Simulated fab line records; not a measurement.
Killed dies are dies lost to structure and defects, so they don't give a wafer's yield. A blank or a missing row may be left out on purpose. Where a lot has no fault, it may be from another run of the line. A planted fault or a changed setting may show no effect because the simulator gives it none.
fab line records	flow nand-harc
record: lots: 24	wafers: 72	last-day: 34
route steps=1302 shown A_CONTACT@1087 A_BLC@1123 A_M0@1148
lots untouched by any fault: they come from a run of this same line in which no faults occurred
start-h: start of the lot's first displayed wafer, in hours after the record's first day	wait-h: hours from the lot's prior step to this one	" the same as in the row above	L1.1+2: one row covering several wafers at once	- no value, or no start was given	* or withheld: withheld	< > ~ a bound
route shown NAME@n: NAME is a module with steps in the file, n the number in the route of the first one	usual: average and standard deviation across the fault-free wafers	same: alike in all rows	chamber/n: place in a boat	sites: each site's reading	_std_site: the standard deviation of these	_edge_site: outer sites' mean less inner sites'	radius-mm: how far each site lies from the wafer's centre	mask NAME#n: copy n	behind: the last tool/chamber to shape the wafer	hold: cause of the lot's hold/its duration in hours/its outcome	device: the transistor (n, p or np) that didn't switch	end of line: at the end of the route, the tests of the same wafers	step lacking rows: just its recipe	killed: dies that structure and defects cost at the first sort, which is not the same as the wafer's yield	map: per-die view of a wafer (x killed, . not killed, _ where there is no die)
set.NAME: the setting the step ran with; set.NAME@STEP: the setting that earlier step ran with	model.NAME: the simulator's own value behind a step, which no gauge read
route steps across a sampled set of lots; one table per step, one row per wafer
services: from which hour (start-h, from the record's first day; less than 0 if before it) a tool's chamber was out of use, for how many hours, and why
== steps ==
step: NHARC_A_CONTACT_ETCH_135
recipe: source-w: withheld	pressure-mtorr: 20	bias-v: 1200	time-s: 311	target-depth-a: 19120	ar-flow-sccm: withheld	c4f8-flow-sccm: withheld	o2-flow-sccm: withheld	chemistry: C4F8/O2/Ar
usual: chamber-pressure-mTorr: 19.999/0.018
lot.wafer	tool	chamber	start-h	wait-h	chamber-pressure-mTorr	rf-hours-counter-h
L074.2	har-cap-etch-03	0	517.81	0.2	20.013	42
L074.6	"	0	"	"	19.986	-
L074.5	"	1	"	"	20.015	-
L075.3	har-cap-etch-03	0	519.97	0.2	19.998	-
L075.4	"	1	"	"	19.989	-
L075.6	"	0	"	"	20.003	-
L077.2	har-cap-etch-01	0	537.44	0.2	19.956	7
L077.3	"	0	"	"	19.999	-
L077.5	"	0	"	"	20.006	-
L078.1	har-cap-etch-02	1	539.09	0.2	20.000	93
L078.4	"	0	"	"	19.999	-
L078.5	"	1	"	"	20.028	-
L076.4	har-cap-etch-03	1	542.16	0.2	20.004	-
L076.3	"	0	"	"	19.948	-
L076.6	"	1	"	"	20.004	-
L080.3	har-cap-etch-03	0	551.92	0.2	19.974	-
L080.6	"	0	"	"	19.999	-
L080.5	"	1	"	"	20.003	-
L079.2	har-cap-etch-01	1	553.85	0.2	20.027	10
L079.6	"	1	"	"	19.984	-
L079.5	"	0	"	"	20.005	-
L082.1	har-cap-etch-03	1	580.03	0.2	20.037	53
L082.4	"	1	"	"	19.991	-
L082.6	"	0	"	"	20.018	-
L081.2	har-cap-etch-01	0	586.43	0.2	19.994	13
L081.3	"	1	"	"	20.028	-
L081.5	"	1	"	"	19.991	-
L084.1	har-cap-etch-02	1	612.14	0.2	19.989	104
L084.3	"	1	"	"	20.001	-
L084.5	"	0	"	"	20.007	-
L083.1	har-cap-etch-02	1	613.70	0.2	20.018	106
L083.6	"	1	"	"	19.986	-
L083.5	"	0	"	"	20.001	-
L085.2	har-cap-etch-02	1	633.14	0.2	19.987	107
L085.4	"	1	"	"	20.013	-
L085.6	"	1	"	"	19.992	-
L086.1	har-cap-etch-03	0	633.22	0.2	19.973	61
L086.3	"	1	"	"	19.980	-
L086.4	"	0	"	"	19.995	-
L088.1	har-cap-etch-01	0	660.02	0.2	19.996	24
L088.2	"	1	"	"	19.996	24
L088.5	"	1	"	"	20.039	-
L087.2	har-cap-etch-03	1	664.50	0.2	20.000	67
L087.4	"	0	"	"	20.010	-
L087.6	"	0	"	"	20.010	-
L089.4	har-cap-etch-01	1	672.81	0.2	19.995	-
L089.5	"	0	"	"	20.004	-
L089.6	"	1	"	"	20.007	-
L090.1	har-cap-etch-03	1	680.04	0.2	19.998	71
L090.4	"	0	"	"	20.030	-
L090.5	"	0	"	"	19.968	-
L091.1	har-cap-etch-01	1	691.43	0.2	19.995	31
L091.4	"	0	"	"	20.019	-
L091.5	"	1	"	"	19.986	-
L093.2	har-cap-etch-02	0	692.76	0.2	20.007	121
L093.3	"	0	"	"	19.984	-
L093.6	"	1	"	"	19.986	-
L092.2	har-cap-etch-03	0	696.60	0.2	19.992	74
L092.1	"	1	"	"	19.990	74
L092.6	"	0	"	"	19.973	-
L094.4	har-cap-etch-01	0	723.12	0.2	20.001	-
L094.5	"	0	"	"	19.979	-
L094.6	"	1	"	"	19.988	-
L095.2	har-cap-etch-01	1	732.36	0.2	19.991	36
L095.3	"	0	"	"	20.027	-
L095.6	"	1	"	"	20.007	-
L097.3	har-cap-etch-01	1	744.82	0.2	19.968	-
L097.4	"	0	"	"	20.004	-
L097.6	"	1	"	"	19.949	-
L096.4	har-cap-etch-01	0	763.59	0.2	19.973	-
L096.3	"	1	"	"	19.993	-
L096.5	"	1	"	"	20.019	-
step: NHARC_A_BLC_ETCH_18
recipe: target-depth-a: 9100	c4f8-flow-sccm: 20	o2-flow-sccm: 10	ar-flow-sccm: withheld	rf-w: 600	bias-w: 1500	chemistry: C4F8/O2/Ar
usual: chamber-pressure-mTorr: 25.001/0.023	oes-product-au: 0.955/0.023	rf-vpp-V: 975/5.9
lot.wafer	tool	chamber	start-h	wait-h	chamber-pressure-mTorr	oes-product-au	rf-hours-counter-h	rf-vpp-V
L074.2	rie-diel-04	0	-	-	24.962	0.950	11	969
L074.6	"	3	"	"	24.984	0.955	-	969
L074.5	"	0	"	"	25.025	0.947	-	968
L075.4	rie-diel-04	2	-	-	24.974	0.952	10	983
L075.3	"	0	"	"	25.002	0.963	12	971
L075.6	"	2	"	"	25.022	0.949	-	985
L077.3	rie-diel-07	3	-	-	25.016	0.959	3	970
L077.2	"	1	"	"	25.027	0.983	3	972
L077.5	"	1	"	"	25.015	0.984	-	972
L078.4	rie-diel-04	1	-	-	24.985	0.973	0	977
L078.1	"	2	"	"	24.987	0.961	0	983
L078.5	"	1	"	"	24.981	0.979	-	978
L076.3	rie-diel-07	1	-	-	25.016	0.980	4	971
L076.6	"	2	"	"	25.006	0.962	-	976
L076.4	"	3	"	"	24.975	0.966	-	970
L080.3	rie-diel-04	1	-	-	25.026	0.953	1	976
L080.6	"	2	"	"	25.000	0.973	-	984
L080.5	"	3	"	"	25.026	0.976	-	970
L079.2	rie-diel-06	1	-	-	24.996	0.976	25	980
L079.6	"	0	"	"	25.005	0.987	-	978
L079.5	"	1	"	"	24.963	0.972	-	980
L082.1	rie-diel-07	0	-	-	25.031	0.964	5	986
L082.4	"	3	"	"	25.008	0.942	6	970
L082.6	"	0	"	"	24.995	0.965	-	986
L081.2	rie-diel-04	3	-	-	25.012	0.929	5	969
L081.3	"	2	"	"	24.994	0.933	4	983
L081.5	"	0	"	"	25.013	0.922	-	969
L084.3	rie-diel-04	3	-	-	24.985	0.915	7	970
L084.1	"	0	"	"	24.959	0.915	8	970
L084.5	"	1	"	"	25.045	0.924	-	977
L083.1	rie-diel-04	2	-	-	25.022	0.968	6	984
L083.5	"	1	"	"	24.997	0.950	-	978
L083.6	"	2	"	"	25.003	0.973	-	984
L085.2	rie-diel-07	1	-	-	24.994	0.938	10	971
L085.4	"	3	"	"	25.003	0.930	9	971
L085.6	"	2	"	"	24.991	0.922	-	977
L086.3	rie-diel-06	1	-	-	24.972	0.924	47	981
L086.1	"	3	"	"	24.989	0.926	47	974
L086.4	"	0	"	"	25.007	0.942	47	978
L088.1	rie-diel-04	3	-	-	25.056	0.952	12	969
L088.2	"	0	"	"	24.998	0.938	12	969
L088.5	"	3	"	"	25.002	0.945	-	972
L087.2	rie-diel-04	0	-	-	24.991	0.927	13	969
L087.4	"	1	"	"	25.016	0.920	-	978
L087.6	"	3	"	"	24.992	0.932	-	970
L089.4	rie-diel-07	1	-	-	24.984	0.967	1	972
L089.5	"	3	"	"	25.031	0.993	-	970
L089.6	"	0	"	"	24.984	0.979	-	986
L090.1	rie-diel-04	1	-	-	24.995	0.962	13	977
L090.5	"	3	"	"	25.003	0.961	-	969
L090.4	"	0	"	"	25.051	0.961	-	969
L091.1	rie-diel-04	1	697.37	0.7	24.985	0.931	15	976
L091.4	"	0	"	"	25.041	0.919	-	969
L091.5	"	0	"	"	25.016	0.917	-	968
L093.3	rie-diel-07	2	-	-	24.987	0.961	2	975
L093.2	"	1	"	"	24.979	0.974	3	971
L093.6	"	2	"	"	24.991	0.957	-	977
L092.1	rie-diel-07	0	-	-	25.002	0.988	3	988
L092.2	"	3	"	"	25.030	0.979	3	970
L092.6	"	0	"	"	25.012	0.997	-	987
L094.5	rie-diel-04	1	-	-	25.020	0.960	-	977
L094.6	"	3	"	"	25.017	0.959	-	970
L094.4	"	0	"	"	24.946	0.966	-	969
L095.2	rie-diel-06	0	-	-	25.014	0.971	20	977
L095.3	"	2	"	"	25.022	0.989	18	985
L095.6	"	0	"	"	25.013	0.971	-	978
L097.3	rie-diel-07	2	-	-	25.006	0.910	5	976
L097.4	"	3	"	"	24.959	0.928	5	970
L097.6	"	1	"	"	25.004	0.938	-	971
L096.3	rie-diel-07	0	-	-	25.016	0.987	6	987
L096.4	"	2	"	"	24.991	0.938	6	977
L096.5	"	0	"	"	24.991	0.997	-	987
step: NHARC_A_M0_OVL_MEAS_10
recipe: pitch-nm: 160
usual: overlay-x-nm: 0.1/0.82	overlay-y-nm: 0.0/0.74
lot.wafer	tool	chamber	start-h	wait-h	overlay-x-nm	overlay-y-nm
L074.2	overlay-02	-	526.89	-	0.6	0.5
L074.5	"	-	"	"	0.6	0.7
L074.6	"	-	"	"	1.1	0.7
L075.3	overlay-02	-	529.93	-	1.0	-0.7
L075.4	"	-	"	"	0.6	-0.1
L075.6	"	-	"	"	1.4	-0.6
L077.2	overlay-02	-	546.49	-	0.4	-1.1
L077.3	"	-	"	"	0.5	-1.1
L077.5	"	-	"	"	0.9	-1.1
L078.1	overlay-02	-	547.84	-	-0.9	-1.0
L078.4	"	-	"	"	-1.3	-0.6
L078.5	"	-	"	"	-0.2	-0.5
L076.3	overlay-02	-	551.10	-	0.0	1.9
L076.4	"	-	"	"	0.5	1.8
L076.6	"	-	"	"	0.4	1.7
L080.3	overlay-01	-	561.39	-	1.0	-0.3
L080.5	"	-	"	"	0.8	-0.4
L080.6	"	-	"	"	0.4	0.6
L079.2	overlay-02	-	562.64	-	-0.1	0.1
L079.5	"	-	"	"	0.0	-0.3
L079.6	"	-	"	"	0.0	-0.6
L082.1	overlay-02	-	588.82	-	0.1	-0.5
L082.4	"	-	"	"	-0.3	-0.7
L082.6	"	-	"	"	-0.6	-1.2
L081.2	overlay-01	-	595.32	-	-0.2	0.4
L081.3	"	-	"	"	0.2	0.2
L081.5	"	-	"	"	0.7	0.0
L084.1	overlay-01	-	621.47	-	-1.1	-0.6
L084.3	"	-	"	"	-0.2	-0.7
L084.5	"	-	"	"	-0.4	-0.5
L083.1	overlay-01	-	622.64	-	0.4	0.2
L083.5	"	-	"	"	0.3	0.7
L083.6	"	-	"	"	0.8	1.0
L085.2	overlay-01	-	641.91	-	1.7	-0.2
L085.4	"	-	"	"	2.3	0.3
L085.6	"	-	"	"	2.4	0.3
L086.1	overlay-02	-	642.97	-	-0.4	-0.6
L086.3	"	-	"	"	0.1	-0.8
L086.4	"	-	"	"	0.2	-1.2
L088.1	overlay-02	-	669.13	-	0.1	0.5
L088.2	"	-	"	"	0.4	-0.1
L088.5	"	-	"	"	0.6	0.7
L087.2	overlay-02	-	673.95	-	-0.2	-0.3
L087.4	"	-	"	"	-0.2	-0.6
L087.6	"	-	"	"	-0.7	-0.4
L089.4	overlay-01	-	681.49	-	0.0	-1.0
L089.5	"	-	"	"	0.4	-0.6
L089.6	"	-	"	"	-0.2	-0.7
L090.1	overlay-02	-	689.40	-	0.4	0.5
L090.4	"	-	"	"	-0.2	0.4
L090.5	"	-	"	"	0.4	0.4
L091.1	overlay-01	-	700.87	-	-0.4	0.1
L091.4	"	-	"	"	-0.7	0.2
L091.5	"	-	"	"	-0.4	-0.1
L093.2	overlay-02	-	701.77	-	0.3	0.0
L093.3	"	-	"	"	-0.1	0.0
L093.6	"	-	"	"	0.2	0.2
L092.1	overlay-02	-	706.75	-	0.0	-0.7
L092.2	"	-	"	"	0.1	-1.3
L092.6	"	-	"	"	0.5	-0.5
L094.4	overlay-01	-	732.07	-	-1.5	0.6
L094.5	"	-	"	"	-1.5	1.0
L094.6	"	-	"	"	-2.1	0.9
L095.2	overlay-02	-	741.12	-	-0.6	0.8
L095.3	"	-	"	"	-0.2	0.5
L095.6	"	-	"	"	-0.1	0.8
L097.3	overlay-02	-	753.69	-	-0.7	0.9
L097.4	"	-	"	"	-1.2	0.6
L097.6	"	-	"	"	-0.7	1.1
L096.3	overlay-01	-	772.43	-	0.7	-0.3
L096.4	"	-	"	"	-0.3	-0.4
L096.5	"	-	"	"	-0.4	-0.8
step: NHARC_A_M0_STRIP_18
recipe: power-w: 1000	n2-flow-sccm: 150	h2-flow-sccm: 150	ar-flow-sccm: 0	bias-w: 0	chemistry: N2/H2
usual: chamber-pressure-mTorr: 29.999/0.027	drypump-motor-current-A: 5.6/0.52	h2-flow-sccm: 150.0/0.42	oes-product-au: 0.999/0.011	power-w: 1000/3.1	rf-vpp-V: 90.8/1	showerhead-plenum-p-Torr: 2.06/0.088	throttle-valve-pct: 14.171/0.0096
lot.wafer	tool	chamber	start-h	wait-h	chamber-pressure-mTorr	drypump-motor-current-A	h2-flow-sccm	oes-product-au	power-w	rf-hours-counter-h	rf-vpp-V	showerhead-plenum-p-Torr	throttle-valve-pct
L074.2	rie-diel-08	0	527.38	0.1	29.996	5.1	150.0	0.993	999	7.6	92.2	1.97	14.158
L074.6	"	3	"	"	30.032	5.0	150.0	1.028	1001	-	90.7	2.07	14.172
L074.5	"	0	"	"	29.976	5.1	150.0	0.992	998	-	89.5	1.97	14.173
L075.3	rie-diel-08	3	530.45	0.1	29.995	5.0	150.8	1.025	998	8.0	91.0	2.07	14.172
L075.4	"	0	"	"	30.003	5.1	149.6	0.990	1000	7.9	90.5	1.97	14.163
L075.6	"	1	"	"	29.989	5.9	150.1	0.995	1003	-	90.7	2.01	14.168
L077.3	rie-diel-01	1	546.99	0.1	29.998	6.1	149.8	0.985	996	4.8	89.9	2.12	14.181
L077.2	"	3	"	"	29.981	6.1	150.4	0.989	1002	5.4	92.9	2.17	14.161
L077.5	"	1	"	"	29.990	6.1	149.9	0.990	996	-	90.8	2.12	14.167
L078.4	rie-diel-05	2	548.36	0.1	29.977	5.0	150.3	0.997	1008	6.2	91.0	2.16	14.146
L078.1	"	3	"	"	29.992	6.1	150.1	1.012	1007	6.7	90.9	2.02	14.167
L078.5	"	0	"	"	30.003	5.0	149.9	1.003	1000	-	90.2	2.10	14.186
L076.3	rie-diel-01	2	551.58	0.1	29.973	5.4	150.2	0.994	1001	7.2	90.1	1.91	14.179
L076.4	"	0	"	"	29.987	6.3	150.0	0.995	998	7.1	91.5	2.12	14.177
L076.6	"	2	"	"	30.023	5.4	150.0	0.996	1000	-	90.9	1.91	14.171
L080.3	rie-diel-05	2	561.90	0.1	30.000	5.0	150.1	0.992	1001	6.9	91.5	2.16	14.172
L080.6	"	1	"	"	29.937	5.8	150.5	0.990	999	-	89.7	1.93	14.172
L080.5	"	2	"	"	30.032	5.0	150.2	0.996	999	-	90.9	2.16	14.151
L079.2	rie-diel-05	2	563.17	0.1	29.991	5.0	149.9	0.998	1002	7.0	90.4	2.16	14.172
L079.6	"	0	"	"	30.017	5.1	150.3	0.990	1004	-	90.5	2.10	14.171
L079.5	"	1	"	"	30.027	5.8	150.0	0.987	997	-	90.1	1.93	14.171
L082.1	rie-diel-08	0	589.32	0.1	30.003	5.1	150.2	0.988	997	1.5	90.0	1.97	14.181
L082.4	"	1	"	"	30.010	5.9	149.9	0.991	997	1.5	90.8	2.00	14.185
L082.6	"	0	"	"	30.011	5.1	150.3	0.987	995	-	90.9	1.97	14.176
L081.3	rie-diel-01	3	595.81	0.1	29.972	6.1	149.9	0.995	1001	1.0	90.9	2.17	14.178
L081.2	"	1	"	"	29.997	6.1	149.9	1.009	1001	1.2	90.0	2.12	14.186
L081.5	"	2	"	"	29.989	5.4	150.0	0.999	1004	-	91.0	1.91	14.157
L084.1	rie-diel-05	3	621.99	0.1	29.979	6.0	148.9	1.027	1000	1.2	90.9	2.02	14.166
L084.3	"	1	"	"	29.957	5.8	151.0	1.000	1002	1.0	90.4	1.93	14.167
L084.5	"	0	"	"	30.021	5.0	149.7	1.014	997	-	88.9	2.10	14.164
L083.1	rie-diel-05	3	623.14	0.1	29.998	6.1	149.9	1.020	999	1.3	90.2	2.02	14.187
L083.5	"	2	"	"	30.054	5.0	149.4	1.000	1002	-	90.9	2.16	14.183
L083.6	"	3	"	"	29.964	6.1	150.2	1.014	1000	-	90.4	2.02	14.189
L085.2	rie-diel-05	2	642.41	0.1	29.960	5.0	150.7	1.002	996	2.5	91.7	2.16	14.173
L085.4	"	0	"	"	30.004	5.0	149.9	0.996	1000	3.0	90.5	2.10	14.180
L085.6	"	1	"	"	30.054	5.8	149.8	0.983	1000	-	90.3	1.93	14.174
L086.1	rie-diel-08	2	643.48	0.1	30.018	6.4	150.2	1.009	1000	4.7	91.8	2.14	14.158
L086.3	"	3	"	"	29.991	5.0	151.0	0.994	1001	4.3	91.5	2.07	14.172
L086.4	"	0	"	"	29.989	5.1	150.1	0.995	996	4.3	90.5	1.97	14.185
L088.2	rie-diel-08	2	669.61	0.1	30.026	6.4	150.0	1.001	1002	6.1	92.0	2.14	14.185
L088.1	"	0	"	"	29.952	5.1	149.8	1.016	999	5.6	90.6	1.97	14.184
L088.5	"	3	"	"	30.019	5.0	149.9	1.007	1001	-	89.9	2.07	14.158
L087.4	rie-diel-01	2	674.42	0.1	30.018	5.4	149.8	1.003	1001	6.8	89.4	1.91	14.165
L087.2	"	1	"	"	29.968	6.1	150.0	1.018	997	6.9	91.0	2.11	14.173
L087.6	"	3	"	"	29.983	6.0	150.1	0.996	994	-	91.6	2.17	14.161
L089.4	rie-diel-01	2	682.01	0.1	30.020	5.4	149.1	1.003	999	7.8	91.2	1.91	14.163
L089.6	"	0	"	"	29.994	6.3	150.0	1.011	1004	-	91.7	2.12	14.169
L089.5	"	1	"	"	29.986	6.1	149.8	1.005	1003	-	91.5	2.11	14.167
L090.1	rie-diel-08	0	689.92	0.1	29.953	5.1	149.2	0.992	995	6.1	91.1	1.97	14.156
L090.4	"	1	"	"	30.027	5.9	149.1	0.989	995	4.3	89.8	2.00	14.178
L090.5	"	2	"	"	29.991	6.4	150.1	1.002	1000	-	91.2	2.14	14.185
L091.1	rie-diel-05	1	701.34	0.1	29.997	5.8	149.5	0.990	999	5.0	90.1	1.92	14.172
L091.4	"	2	"	"	29.981	5.0	150.8	1.009	998	5.0	92.0	2.16	14.156
L091.5	"	1	"	"	29.961	5.8	149.8	0.976	998	-	91.0	1.92	14.170
L093.3	rie-diel-05	3	702.27	0.1	30.039	6.0	149.4	1.021	1001	5.2	90.9	2.02	14.176
L093.2	"	0	"	"	29.973	5.0	149.8	1.000	1003	5.2	91.5	2.10	14.162
L093.6	"	3	"	"	29.961	6.0	149.7	1.019	1001	-	90.7	2.02	14.165
L092.2	rie-diel-05	1	707.23	0.1	30.019	5.8	149.5	0.976	1000	5.5	88.9	1.92	14.161
L092.1	"	3	"	"	29.989	6.1	149.9	1.014	1011	6.2	90.3	2.02	14.171
L092.6	"	2	"	"	30.024	4.9	150.1	0.999	999	-	93.6	2.16	14.166
L094.4	rie-diel-08	0	732.55	0.1	30.052	5.1	150.1	0.983	1001	0.0	89.3	1.97	14.169
L094.6	"	0	"	"	29.991	5.1	150.2	0.986	1002	-	89.2	1.97	14.176
L094.5	"	1	"	"	29.963	5.9	149.6	0.991	1001	-	91.9	2.00	14.158
L095.3	rie-diel-08	0	741.64	0.1	30.053	5.1	150.2	0.985	1001	0.2	90.4	1.97	14.195
L095.2	"	1	"	"	30.007	5.9	150.4	0.985	1007	0.1	91.4	2.00	14.164
L095.6	"	0	"	"	30.014	5.1	150.3	0.978	1005	-	90.1	1.97	14.169
L097.3	rie-diel-01	2	754.16	0.1	30.003	5.4	150.1	1.006	1000	1.4	90.0	1.91	14.155
L097.4	"	1	"	"	30.050	6.1	150.5	1.001	1001	1.3	91.5	2.11	14.165
L097.6	"	3	"	"	30.010	6.1	149.8	1.009	1000	-	91.5	2.16	14.190
L096.3	rie-diel-05	3	772.92	0.1	29.994	6.0	150.0	1.010	999	0.5	91.2	2.02	14.177
L096.4	"	1	"	"	30.013	5.8	149.6	0.990	996	1.0	89.8	1.92	14.174
L096.5	"	2	"	"	30.030	5.0	150.5	0.983	1000	-	92.3	2.16	14.152
step: NHARC_A_M0_THK_MEAS_24
recipe: thk-meas-gauge: xrf
usual: thk-nm: 113.7/1.5
lot.wafer	tool	chamber	start-h	wait-h	thk-nm
L074.2	film-metro-01	-	529.30	-	114.4
L074.5	"	-	"	"	112.6
L074.6	"	-	"	"	112.6
L075.3	film-metro-01	-	532.38	-	115.6
L075.4	"	-	"	"	115.9
L075.6	"	-	"	"	112.1
L077.2	film-metro-01	-	548.91	-	115.0
L077.3	"	-	"	"	114.2
L077.5	"	-	"	"	113.0
L078.1	film-metro-02	-	550.27	-	110.5
L078.4	"	-	"	"	111.3
L078.5	"	-	"	"	117.7
L076.3	film-metro-02	-	553.51	-	117.1
L076.4	"	-	"	"	113.6
L076.6	"	-	"	"	114.6
L080.3	film-metro-02	-	563.83	-	115.7
L080.5	"	-	"	"	114.2
L080.6	"	-	"	"	113.8
L079.2	film-metro-02	-	565.06	-	113.1
L079.5	"	-	"	"	111.3
L079.6	"	-	"	"	113.5
L082.1	film-metro-01	-	591.23	-	116.5
L082.4	"	-	"	"	113.8
L082.6	"	-	"	"	114.4
L081.2	film-metro-02	-	597.73	-	115.0
L081.3	"	-	"	"	116.1
L081.5	"	-	"	"	113.8
L084.1	film-metro-02	-	623.95	-	111.5
L084.3	"	-	"	"	114.4
L084.5	"	-	"	"	111.9
L083.1	film-metro-01	-	625.14	-	115.3
L083.5	"	-	"	"	113.2
L083.6	"	-	"	"	113.7
L085.2	film-metro-02	-	644.35	-	112.1
L085.4	"	-	"	"	112.6
L085.6	"	-	"	"	115.4
L086.1	film-metro-02	-	645.49	-	113.0
L086.3	"	-	"	"	111.3
L086.4	"	-	"	"	114.5
L088.1	film-metro-02	-	671.55	-	116.0
L088.2	"	-	"	"	113.1
L088.5	"	-	"	"	114.1
L087.2	film-metro-02	-	676.36	-	114.3
L087.4	"	-	"	"	113.9
L087.6	"	-	"	"	113.9
L089.4	film-metro-02	-	683.92	-	113.4
L089.5	"	-	"	"	113.2
L089.6	"	-	"	"	115.0
L090.1	film-metro-02	-	691.83	-	114.4
L090.4	"	-	"	"	112.9
L090.5	"	-	"	"	112.9
L091.1	film-metro-01	-	703.28	-	114.5
L091.4	"	-	"	"	115.1
L091.5	"	-	"	"	113.1
L093.2	film-metro-01	-	704.18	-	116.2
L093.3	"	-	"	"	114.1
L093.6	"	-	"	"	115.5
L092.1	film-metro-02	-	709.16	-	114.6
L092.2	"	-	"	"	114.1
L092.6	"	-	"	"	112.3
L094.4	film-metro-02	-	734.49	-	113.2
L094.5	"	-	"	"	110.7
L094.6	"	-	"	"	112.1
L095.2	film-metro-02	-	743.56	-	111.8
L095.3	"	-	"	"	113.1
L095.6	"	-	"	"	113.2
L097.3	film-metro-02	-	756.11	-	114.0
L097.4	"	-	"	"	116.1
L097.6	"	-	"	"	114.3
L096.3	film-metro-01	-	774.84	-	114.5
L096.4	"	-	"	"	112.3
L096.5	"	-	"	"	114.8
step: NHARC_A_M0_DEP_32
recipe: target-thk-a: 300	temp-c: 370	target-thk-nm: 30	pressure-torr: 3	flow-sccm: 200	rf-w: 450	material: SiCN
usual: heater-power-w: 521/54	susceptor-temp-C: 369.98/0.2
lot.wafer	tool	chamber	start-h	wait-h	heater-power-w	susceptor-temp-C
L074.2	pecvd-04	2	529.64	0.1	513	370.01
L074.5	"	1	"	"	591	370.04
L074.6	"	2	"	"	516	370.11
L075.3	pecvd-02	2	532.68	0.1	604	369.92
L075.4	"	2	"	"	600	369.90
L075.6	"	0	"	"	597	370.20
L077.2	pecvd-02	0	549.21	0.1	519	369.73
L077.3	"	1	"	"	510	369.84
L077.5	"	2	"	"	532	369.82
L078.1	pecvd-01	2	550.65	0.1	485	370.22
L078.5	"	0	"	"	519	370.05
L078.4	"	1	"	"	476	370.05
L076.3	pecvd-01	2	553.90	0.1	516	369.82
L076.6	"	0	"	"	536	369.72
L076.4	"	1	"	"	452	369.87
L080.3	pecvd-02	1	564.17	0.1	494	369.63
L080.5	"	0	"	"	598	370.52
L080.6	"	2	"	"	551	370.05
L079.2	pecvd-04	2	565.36	0.1	493	369.96
L079.5	"	2	"	"	501	369.95
L079.6	"	0	"	"	543	370.09
L082.1	pecvd-04	1	591.53	0.1	587	369.93
L082.6	"	1	"	"	586	369.86
L082.4	"	2	"	"	487	370.01
L081.2	pecvd-01	2	598.07	0.1	524	369.84
L081.3	"	2	"	"	524	370.23
L081.5	"	2	"	"	511	369.79
L084.3	pecvd-04	2	624.25	0.1	521	370.09
L084.1	"	1	"	"	512	369.75
L084.5	"	0	"	"	573	370.19
L083.1	pecvd-04	0	625.53	0.1	495	369.95
L083.5	"	2	"	"	445	369.91
L083.6	"	0	"	"	497	369.98
L085.2	pecvd-02	0	644.70	0.1	532	369.88
L085.6	"	2	"	"	564	369.89
L085.4	"	0	"	"	527	369.95
L086.1	pecvd-02	1	645.79	0.1	465	369.94
L086.3	"	0	"	"	548	369.74
L086.4	"	1	"	"	467	369.77
L088.2	pecvd-01	0	671.89	0.1	566	369.75
L088.1	"	1	"	"	484	369.80
L088.5	"	0	"	"	586	369.88
L087.2	pecvd-02	2	676.74	0.1	516	369.98
L087.6	"	1	"	"	450	369.94
L087.4	"	2	"	"	511	369.87
L089.5	pecvd-02	0	684.35	0.2	496	370.16
L089.6	"	1	"	"	507	369.95
L089.4	"	2	"	"	605	369.54
L090.1	pecvd-01	2	692.18	0.1	421	370.33
L090.4	"	2	"	"	433	370.05
L090.5	"	0	"	"	490	369.68
L091.1	pecvd-02	1	703.58	0.1	462	369.84
L091.4	"	1	"	"	454	369.85
L091.5	"	0	"	"	546	369.75
L093.3	pecvd-02	0	704.48	0.1	487	369.96
L093.2	"	2	"	"	623	369.84
L093.6	"	1	"	"	534	370.22
L092.1	pecvd-01	2	709.47	0.1	431	369.55
L092.2	"	1	"	"	407	370.22
L092.6	"	2	"	"	442	369.78
L094.4	pecvd-04	1	734.92	0.2	557	370.20
L094.5	"	2	"	"	442	370.25
L094.6	"	0	"	"	488	369.90
L095.3	pecvd-02	1	743.91	0.1	519	370.14
L095.2	"	2	"	"	555	370.20
L095.6	"	0	"	"	566	370.04
L097.3	pecvd-02	1	756.41	0.1	437	369.63
L097.4	"	2	"	"	565	369.93
L097.6	"	0	"	"	518	370.16
L096.3	pecvd-04	0	775.41	0.1	443	369.97
L096.5	"	1	"	"	640	370.30
L096.4	"	2	"	"	536	370.19
== services ==
tool	chamber	start-h	hours	kind
har-cap-etch-01	-	497.00	17.0	pm
rie-diel-07	2	515.71	7.9	repair
rie-diel-07	2	526.90	1.2	repair
rie-diel-04	-	531.90	9.0	pm
rie-diel-05	2	534.06	5.2	repair
rie-diel-08	0	534.55	4.2	repair
rie-diel-07	0	541.29	7.0	repair
rie-diel-08	-	544.80	9.0	pm
pecvd-02	-	549.54	13.7	repair
rie-diel-05	2	568.75	5.2	repair
rie-diel-05	0	573.58	16.8	repair
rie-diel-05	-	583.60	9.0	pm
pecvd-02	-	589.68	13.0	pm
rie-diel-04	2	592.62	2.7	repair
rie-diel-07	2	613.91	6.3	repair
rie-diel-04	3	620.02	2.6	repair
rie-diel-07	-	648.64	9.0	pm
rie-diel-04	2	649.77	103.8	repair
rie-diel-04	-	689.84	1.3	repair
rie-diel-04	3	694.26	3.5	repair
rie-diel-04	-	708.90	9.0	pm
rie-diel-07	0	712.33	10.1	repair
rie-diel-05	-	760.60	9.0	pm
pecvd-02	-	770.73	13.0	pm
== key ==
fault none
